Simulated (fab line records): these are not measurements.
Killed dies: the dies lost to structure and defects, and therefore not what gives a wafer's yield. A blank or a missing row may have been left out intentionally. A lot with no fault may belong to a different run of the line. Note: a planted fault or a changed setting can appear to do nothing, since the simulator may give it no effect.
fab line records    flow nand-harc
[record] lots = 5  wafers = 14  last-day = 25
route steps=1159 shown A_CONTACT@888 END@1159
lots that met no fault: from a run of the same line without faults
start-h: hours from the record's first day to the start of the lot's first wafer shown    wait-h: hours elapsed since this lot's preceding step    " same as the row above    L1.1+2: a single row standing in for several wafers    - either no value or no given start    * or withheld: withheld    < > ~ a bound
route shown NAME@n: a module of which the file shows steps, and the number in the route of the first    usual: mean/standard deviation taken from wafers without a fault    same: alike in all rows    chamber/n: place in a boat    sites: each site's reading    _std_site: their standard deviation    _edge_site: outer sites' mean less inner sites'    radius-mm: for every site, how far away it sits from the centre of the wafer    mask NAME#n: copy n    behind: the tool/chamber that last shaped the wafer    hold: the reason the lot was held/the length of the hold in hours/how it ended    device: the n, p or np transistor that did not switch    end of line: tests of these same wafers at the route's end    a step given without rows: its recipe and nothing more    killed: the dies lost at the first sort to structure and to defects; this is not the yield of the wafer    map: the dies of a wafer, with x for killed, . for not killed, _ for no die there
set.NAME: the setting as run; set.NAME@STEP: as run at that earlier step    model.NAME: the simulator's own value behind a step, which no gauge read
lots at some steps of the route; a table a step, a row a wafer
services: the hour from which a tool's chamber was out of use, counted from the record's first day as start-h (under 0 if before that day), plus the number of hours and why
[[steps]]
[step NHARC_A_CONTACT_COAT_61]
[recipe] temp-c = 260  time-s = 75
[step NHARC_A_CONTACT_COAT_62]
[recipe] temp-c = 225  time-s = 65
[step NHARC_A_CONTACT_COAT_63]
[recipe] spin-rpm = 1500  resist-thk-nm = 90
[step NHARC_A_CONTACT_SOFTBAKE_64]
[recipe] temp-c = 105  time-s = 55
[step NHARC_A_CONTACT_EBR_65]
[step NHARC_A_CONTACT_EXPOSE_66]
[recipe] na = 1.35  sigma-outer = 0.8  dose-mj = 59.02  mask-id = A_CC_2
[step NHARC_A_CONTACT_PEB_67]
[recipe] peb-temp-c = 100  peb-time-s = 65
[step NHARC_A_CONTACT_DEVELOP_68]
[recipe] develop-time-s = 35  dev-temp-c = 23
[step NHARC_A_CONTACT_CD_MEAS_69]
[recipe] target-cd-nm = 200  landing-energy-ev = 500
[usual] cd-nm = 199.9/0.55
lot.wafer  tool       chamber  start-h  wait-h  cd-nm
L670.2     cd-sem-01  0        420.97   -       199.1
L670.5     "          0        "        "       200.3
L670.6     "          0        "        "       199.4
L676.3     cd-sem-02  0        454.08   -       200.8
L676.4     "          0        "        "       200.4
L679.3     cd-sem-03  0        471.10   -       199.4
L679.5     "          0        "        "       199.9
L679.6     "          0        "        "       199.7
L681.2     cd-sem-03  0        472.84   -       200.5
L681.3     "          0        "        "       201.1
L681.4     "          0        "        "       201.1
L684.3     cd-sem-03  0        505.94   -       200.2
L684.4     "          0        "        "       200.1
L684.5     "          0        "        "       199.6
[step NHARC_A_CONTACT_OVL_MEAS_70]
[usual] overlay-x-nm = -0.1/0.9  overlay-y-nm = 0.0/0.78
lot.wafer  tool        chamber  start-h  wait-h  overlay-x-nm  overlay-y-nm
L670.2     overlay-01  -        421.06   -       -0.5          1.3
L670.5     "           -        "        "       -0.4          1.5
L670.6     "           -        "        "       -0.4          0.7
L676.3     overlay-02  -        454.16   -       -1.3          0.5
L676.4     "           -        "        "       -0.2          1.1
L679.3     overlay-01  -        471.19   -       0.2           -1.1
L679.5     "           -        "        "       0.0           -0.9
L679.6     "           -        "        "       0.1           -1.0
L681.2     overlay-02  -        472.93   -       1.9           -0.2
L681.3     "           -        "        "       2.6           -0.3
L681.4     "           -        "        "       2.4           0.2
L684.3     overlay-02  -        506.02   -       0.2           0.1
L684.4     "           -        "        "       -0.7          -0.1
L684.5     "           -        "        "       0.7           -0.1
[step NHARC_A_CONTACT_INSPECT_71]
[usual] raw-defect-count = 30/14
lot.wafer  tool               chamber  start-h  wait-h  raw-defect-count
L670.2     defect-inspect-01  -        421.09   0.0     27
L670.5     "                  -        "        "       34
L670.6     "                  -        "        "       35
L676.3     defect-inspect-01  -        454.20   0.0     63
L676.4     "                  -        "        "       39
L679.3     defect-inspect-01  -        471.23   0.0     43
L679.5     "                  -        "        "       36
L679.6     "                  -        "        "       43
L681.2     defect-inspect-02  -        472.97   0.0     7
L681.3     "                  -        "        "       11
L681.4     "                  -        "        "       8
L684.3     defect-inspect-02  -        506.06   0.0     50
L684.4     "                  -        "        "       69
L684.5     "                  -        "        "       51
[step NHARC_A_CONTACT_DESCUM_74]
[recipe] time-s = 3  o2-flow-sccm = 200  ar-flow-sccm = 0  bias-power-w = 0  chemistry = O2
[usual] drypump-motor-current-A = 5.7/0.42  oes-product-au = 1.001/0.0071  rf-vpp-V = 57.8/0.9  showerhead-plenum-p-Torr = 1.93/0.098  throttle-valve-pct = 11.311/0.01
[same] time-s = 3
lot.wafer  tool         chamber  start-h  wait-h  drypump-motor-current-A  oes-product-au  rf-hours-counter-h  rf-vpp-V  showerhead-plenum-p-Torr  throttle-valve-pct
L670.2     rie-diel-04  2        421.17   0.1     5.8                      0.996           23                  58.8      1.88                      11.312
L670.5     "            0        "        "       5.8                      1.012           -                   56.9      1.95                      11.310
L670.6     "            1        "        "       5.5                      1.007           -                   57.5      2.04                      11.316
L676.3     rie-diel-04  3        454.26   0.1     5.1                      0.996           29                  57.3      1.81                      11.322
L676.4     "            0        "        "       5.8                      1.020           28                  58.4      1.95                      11.313
L679.3     rie-diel-13  3        471.31   0.1     5.4                      0.996           4                   59.7      2.08                      11.298
L679.5     "            0        "        "       5.6                      1.004           -                   56.5      1.92                      11.312
L679.6     "            1        "        "       5.3                      0.996           -                   57.3      1.79                      11.319
L681.3     rie-diel-13  2        473.03   0.1     6.5                      1.000           4                   59.5      2.05                      11.323
L681.2     "            3        "        "       5.5                      0.991           4                   59.3      2.08                      11.320
L681.4     "            0        "        "       5.7                      0.999           3                   57.4      1.92                      11.297
L684.3     rie-diel-13  0        506.14   0.1     5.6                      0.993           18                  59.1      1.92                      11.294
L684.4     "            1        "        "       5.3                      1.002           19                  56.8      1.79                      11.322
L684.5     "            2        "        "       6.6                      0.997           -                   58.7      2.05                      11.305
[step NHARC_A_CONTACT_ETCH_75]
[recipe] target-depth-a = 390  over-etch-frac = 0.3  time-s = 65  ion-energy-ev = 80  cf4-flow-sccm = 150  ar-flow-sccm = 0  rf-w = 300  bias-w = 100  chemistry = CF4
[usual] drypump-motor-current-A = 5.7/0.43  oes-product-au = 1.002/0.0083  rf-fwd-power-W = 298.0/1.1  rf-vpp-V = 151.4/1.3  run-length-s = 86.5/0.48  showerhead-plenum-p-Torr = 1.78/0.085  throttle-valve-pct = 13.284/0.0097
lot.wafer  tool         chamber  start-h  wait-h  drypump-motor-current-A  oes-product-au  rf-fwd-power-W  rf-hours-counter-h  rf-vpp-V  run-length-s  showerhead-plenum-p-Torr  throttle-valve-pct
L670.2     rie-diel-04  2        421.25   0.1     5.8                      0.994           296.6           23                  150.2     86.2          1.74                      13.287
L670.6     "            0        "        "       5.8                      1.003           298.9           -                   151.4     87.2          1.80                      13.279
L670.5     "            1        "        "       5.4                      0.997           298.9           -                   152.8     86.4          1.87                      13.276
L676.4     rie-diel-04  1        454.34   0.1     5.4                      0.996           -               28                  153.9     71.7          1.87                      13.259
L676.3     "            2        "        "       5.8                      1.002           297.2           29                  151.5     86.2          1.74                      13.278
L679.3     rie-diel-13  3        471.38   0.1     5.4                      0.994           297.3           4                   153.5     87.1          1.91                      13.282
L679.5     "            2        "        "       6.6                      0.997           297.9           -                   153.4     87.0          1.89                      13.294
L679.6     "            3        "        "       5.4                      1.000           297.7           -                   151.9     87.2          1.91                      13.294
L681.3     rie-diel-13  3        473.60   0.6     5.4                      1.003           298.2           5                   152.9     87.1          1.91                      13.289
L681.4     "            1        "        "       5.3                      1.001           299.0           4                   150.4     85.7          1.67                      13.289
L681.2     "            2        "        "       6.5                      0.999           296.9           4                   152.7     87.2          1.89                      13.267
L684.4     rie-diel-13  0        506.22   0.1     5.7                      1.003           298.3           18                  151.4     86.2          1.77                      13.291
L684.3     "            1        "        "       5.3                      0.997           297.5           19                  151.0     85.7          1.66                      13.273
L684.5     "            2        "        "       6.5                      1.005           298.4           -                   152.4     87.3          1.88                      13.292
[step NHARC_A_CONTACT_ETCH_76]
[recipe] target-depth-a = 2600  over-etch-frac = 0.3  time-s = 475.3  ion-energy-ev = 200  n2-flow-sccm = 150  h2-flow-sccm = 150  ar-flow-sccm = 0  rf-w = 400  bias-w = 150  chemistry = N2/H2
[usual] drypump-motor-current-A = 5.7/0.41  oes-product-au = 1.001/0.0082  rf-fwd-power-W = 399.5/1.2  rf-vpp-V = 431/3  run-length-s = 496.8/0.48  showerhead-plenum-p-Torr = 2.05/0.11  throttle-valve-pct = 14.169/0.0095
[same] time-s = 475.3
lot.wafer  tool         chamber  start-h  wait-h  drypump-motor-current-A  oes-product-au  rf-fwd-power-W  rf-hours-counter-h  rf-vpp-V  run-length-s  showerhead-plenum-p-Torr  throttle-valve-pct
L670.2     rie-diel-04  1        -        -       5.4                      1.002           400.3           23                  434       497.1         2.17                      14.173
L670.5     "            0        "        "       5.9                      1.010           397.7           -                   430       496.9         2.08                      14.154
L670.6     "            1        "        "       5.4                      1.002           401.0           -                   435       496.8         2.17                      14.182
L676.4     rie-diel-04  1        -        -       5.5                      1.003           399.5           28                  434       496.6         2.17                      14.171
L676.3     "            2        "        "       5.8                      0.996           400.9           29                  429       496.5         2.00                      14.171
L679.3     rie-diel-13  1        -        -       5.4                      1.017           400.1           3                   428       495.7         1.91                      14.162
L679.6     "            1        "        "       5.3                      1.005           401.2           -                   425       496.4         1.91                      14.174
L679.5     "            2        "        "       6.5                      0.996           399.8           -                   434       497.2         2.19                      14.149
L681.3     rie-diel-13  0        -        -       5.6                      1.011           397.6           4                   431       497.4         2.05                      14.168
L681.4     "            2        "        "       6.5                      1.016           396.4           5                   435       497.2         2.19                      14.174
L681.2     "            3        "        "       5.4                      0.996           398.0           5                   437       497.4         2.22                      14.173
L684.3     rie-diel-13  3        -        -       5.4                      0.991           398.3           18                  435       497.2         2.21                      14.161
L684.4     "            1        "        "       5.3                      1.013           400.5           19                  428       495.7         1.90                      14.159
L684.5     "            0        "        "       5.7                      0.997           398.5           -                   432       496.7         2.04                      14.194
[step NHARC_END_SORT_01]
[recipe] temp-c = 25
[usual] killed-at-array = 26/11  killed-at-other = 0.4/0.78  killed-at-periphery = 3.4/2.4  killed-dies = 29/11  killed-open = 3.1/1.9  killed-short = 1.9/1.4
[same] gross-dies = 677
lot.wafer  tool       chamber  start-h  wait-h  killed-at-array  killed-at-other  killed-at-periphery  killed-dies  killed-open  killed-short
L679.3     prober-02  0        577.42   3.1     20               0                4                    24           1            2
L679.5     prober-02  0        578.99   3.6     28               1                10                   39           6            3
L679.6     prober-02  0        579.78   3.9     34               0                7                    41           2            2
// killed by level:class
L679.3 A_CONTACT:chamber-film-flake=9 A_SLIT:chamber-film-flake=4 A_CHANNEL_HOLE_D1:chamber-film-flake=3 P_GATE:chamber-film-flake=2 P_GATE:geometric-particle:open=1 A_ONON_D1:geometric-particle:short=1 A_WL_FILL:geometric-particle:short=1 P_M2:chamber-film-flake=1
L679.5 A_CONTACT:chamber-film-flake=11 A_SLIT:chamber-film-flake=7 P_M2:chamber-film-flake=6 P_GATE:geometric-particle:short=2 A_CHANNEL_FILL_D1:geometric-particle:open=2 A_CONTACT:geometric-particle:open=2 A_STAIRCASE:chamber-film-flake=2 P_CONTACT:geometric-particle:open=1
L679.6 A_SLIT:chamber-film-flake=20 A_CONTACT:chamber-film-flake=6 P_M2:chamber-film-flake=5 A_CHANNEL_HOLE_D1:chamber-film-flake=4 A_WL_FILL:geometric-particle:short=2 P_ZERO_WELL:chamber-film-flake=2 A_ONON_D1:geometric-particle:open=1 A_M0:geometric-particle:open=1
[[services]]
tool         chamber  start-h  hours  kind
rie-diel-04  3        397.47   2.3    repair
rie-diel-13  0        407.76   -      clean
rie-diel-13  1        407.76   -      clean
rie-diel-13  2        407.76   -      clean
rie-diel-13  3        407.76   -      clean
rie-diel-13  0        432.26   -      clean
rie-diel-13  1        432.26   -      clean
rie-diel-13  2        432.26   -      clean
rie-diel-13  3        432.26   -      clean
rie-diel-13  2        445.58   10.8   repair
rie-diel-13  -        453.25   9.0    pm
rie-diel-13  0        453.25   9.0    vent-cycle
rie-diel-13  1        453.25   9.0    vent-cycle
rie-diel-13  3        453.25   9.0    vent-cycle
rie-diel-13  0        462.25   -      clean
rie-diel-13  1        462.25   -      clean
rie-diel-13  2        462.25   -      clean
rie-diel-13  2        462.25   -      consumable-replace:focus-ring
rie-diel-13  3        462.25   -      clean
rie-diel-13  3        462.25   -      consumable-replace:showerhead
rie-diel-04  -        466.30   9.0    pm
rie-diel-13  0        486.75   -      clean
rie-diel-13  1        486.75   -      clean
rie-diel-13  2        486.75   -      clean
[[key]]
[first-sign] step = NHARC_A_CONTACT_ETCH_75  reading = run-length-s  direction = down  sigmas = 31  usual = *  struck = *
effect none on later readings
met-at NHARC_A_CONTACT_ETCH_75
struck-wafers L676.4
tester-left-out L676
onset-between 421.25 454.34
[fault] kind = process-parameter-drift  tool = rie-diel-04  chamber = -  onset-h = 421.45  steps = NHARC_A_CONTACT_ETCH_75  channel = time-s  offset = *  shape = step  end-h = 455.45  scope = struck-wafers-only  acts-in = *  stated = *
// tester-left-out: of these lots the tester's yield and bins aren't shown, on N5 and GAA mostly nor the transistor test; their killed dies are dies lost to structure and defects alone, not to doping, threshold or leakage, so they don't give the yield
